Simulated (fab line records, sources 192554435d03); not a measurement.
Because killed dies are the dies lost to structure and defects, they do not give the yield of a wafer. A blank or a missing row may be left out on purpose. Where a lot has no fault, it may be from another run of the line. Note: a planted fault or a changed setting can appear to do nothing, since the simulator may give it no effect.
Split-lot experiment ; flow n5 finfet ; route with 1938 steps; 7 lots, 21 wafers read

== ABOUT THE SPLIT ==
At N5_BEOL_M2_DESCUM_33 (chemistry O2, time 7 s), the setting time s was moved away from the recipe's 7 s on 8 of the 21 wafers read, by -19.6% to -10.6%. For the rest of the wafers, this setting stayed at what the recipe calls for.

== FROM THE SPLIT TO THE READING: what the file shows between them, 3 steps ==
- N5_BEOL_M2_ETCH_77: etches underlayer in N2/H2, target depth 6.5 nm, time 5.2 s
- N5_BEOL_M2_ETCH_69: etches SiARC in CF4, target depth 15.6 nm, time 26 s
- N5_BEOL_M2_ALD_98: deposits SiO2, target thk 2.5 nm, pulse time 1 s, co reactant pulse time 1 s (also split here: ald cycles)

== THE READING ==
CAR-EUV_of_BEOL_M2_COAT_22.thk nm (the simulator's own value, which no gauge read), in nm, at N5_BEOL_M2_ETCHBACK_99 (etches SiO2 in CHF3, target depth 5 nm, time 10.4 s). There is no usual value for it anywhere in the file. Across the 13 wafers here that went through the recipe, the average is 10.4 nm and the standard deviation 0.11 nm.

wafer;tool, chamber at the split;time s as run, s;against the recipe;CAR-EUV_of_BEOL_M2_COAT_22.thk nm, nm;against lot-mates on the recipe
L081.3;rie diel-04, 2,3,3;7;recipe;10.4;-
L081.4;rie diel-04, 2,3,3;7;recipe;10.4;-
L081.6;rie diel-04, 2,3,3;7;recipe;10.2;-
L083.2;rie diel-05, 1,2;7;recipe;10.4;-
L083.4;rie diel-05, 1,2;7;recipe;10.4;-
L083.6;rie diel-05, 3;7;recipe;10.6;-
L087.2;rie diel-04, 1;7;recipe;10.6;-
L087.5;rie diel-04, 1,0;5.721;-18.3%;11.2;+0.6
L087.6;rie diel-04, 1,0;5.721;-18.3%;11.2;+0.6
L088.1;rie diel-05, 2,3,2;7;recipe;10.2;-
L088.3;rie diel-05, 2,3,2;7;recipe;10.4;-
L088.5;rie diel-05, 2,3,2;7;recipe;10.4;-
L089.1;rie diel-04, 1,0;6.244;-10.8%;10.8;+0.4
L089.2;rie diel-04, 1,0;6.244;-10.8%;10.8;+0.4
L089.5;rie diel-04, 3;7;recipe;10.4;-
L095.2;rie diel-05, 1,3;6.258;-10.6%;10.8;+0.4
L095.4;rie diel-05, 1,3;6.258;-10.6%;10.8;+0.4
L095.3;rie diel-05, 0;7;recipe;10.4;-
L097.3;rie diel-02, 2,0;5.628;-19.6%;11.2;+0.8
L097.6;rie diel-02, 2,0;5.628;-19.6%;11.2;+0.8
L097.5;rie diel-02, 1;7;recipe;10.4;-
Where a row lists several chambers, the file gives one row for several wafers and doesn't say which wafer went through which chamber.

FIT RESULTS
A straight line over all 21 wafers: CAR-EUV_of_BEOL_M2_COAT_22.thk nm changes by -0.0413 nm for each +1% of time s; r = -0.96; the points scatter about the line by 0.095 nm.
The same after taking each lot's own level away (the mean of its wafers on the recipe; 21 wafers): -0.0372 nm for each +1%; r = -0.97; scatter 0.074 nm.
According to that fit, moving time s by its largest amount changes the reading by 0.73 nm.
The span of the lots' own levels, 10.33 to 10.60 nm, comes to 2.4 times the standard deviation stated above.
Hence the slope depends on the lot-to-lot level, as the two fits are not the same.
Check: with one of the wafers moved furthest among these (-19.6%) left out of the fit, the line predicts +0.71 nm for it against its lot-mates. Against them it came out at +0.8 nm.

== OTHER SPLITS APPLIED TO THESE WAFERS ==
These wafers also went through other splits before the reading. Each is held against what the fit with the lots' levels taken away leaves over:
other split on the same wafers;wafers away from the commonest value;r with CAR-EUV_of_BEOL_M2_COAT_22.thk nm (lot level and that fit taken away)
N5_MOL_CONTACT_COAG_ALD_133 ald cycles;9;+0.09
N5_BEOL_M0_CUTY_EXPOSE_54 dose mj;5;-0.09
N5_BEOL_M0_CUTY_ETCH_63 source w;6;+0.34
N5_BEOL_M1_EXPOSE_08 dose mj;3;+0.09
N5_BEOL_M2_ALD_98 ald cycles;4;+0.01

== THE WHOLE CHAIN: every reading that the file lists as answering this split, in the file's order ==
step;what it does;reading;change (the file's fit);r (the file's)
N5_BEOL_M2_DESCUM_33;chemistry O2, time 7 s;CAR-EUV_of_BEOL_M2_COAT_22.thk nm (the simulator's own value, which no gauge read);-0.0349 nm for each +1% of the setting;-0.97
N5_BEOL_M2_ETCH_77;etches underlayer in N2/H2, target depth 6.5 nm, time 5.2 s;CAR-EUV_of_BEOL_M2_COAT_22.thk nm (the simulator's own value, which no gauge read);-0.0322 nm for each +1% of the setting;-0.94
N5_BEOL_M2_ETCH_69;etches SiARC in CF4, target depth 15.6 nm, time 26 s;CAR-EUV_of_BEOL_M2_COAT_22.thk nm (the simulator's own value, which no gauge read);-0.0301 nm for each +1% of the setting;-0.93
N5_BEOL_M2_ETCHBACK_99;etches SiO2 in CHF3, target depth 5 nm, time 10.4 s;CAR-EUV_of_BEOL_M2_COAT_22.thk nm (the simulator's own value, which no gauge read);-0.0372 nm for each +1% of the setting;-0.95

== FILE'S OWN FIT ==
CAR-EUV_of_BEOL_M2_COAT_22.thk nm changes by -0.0372 nm for each +1% of time s, r = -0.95.
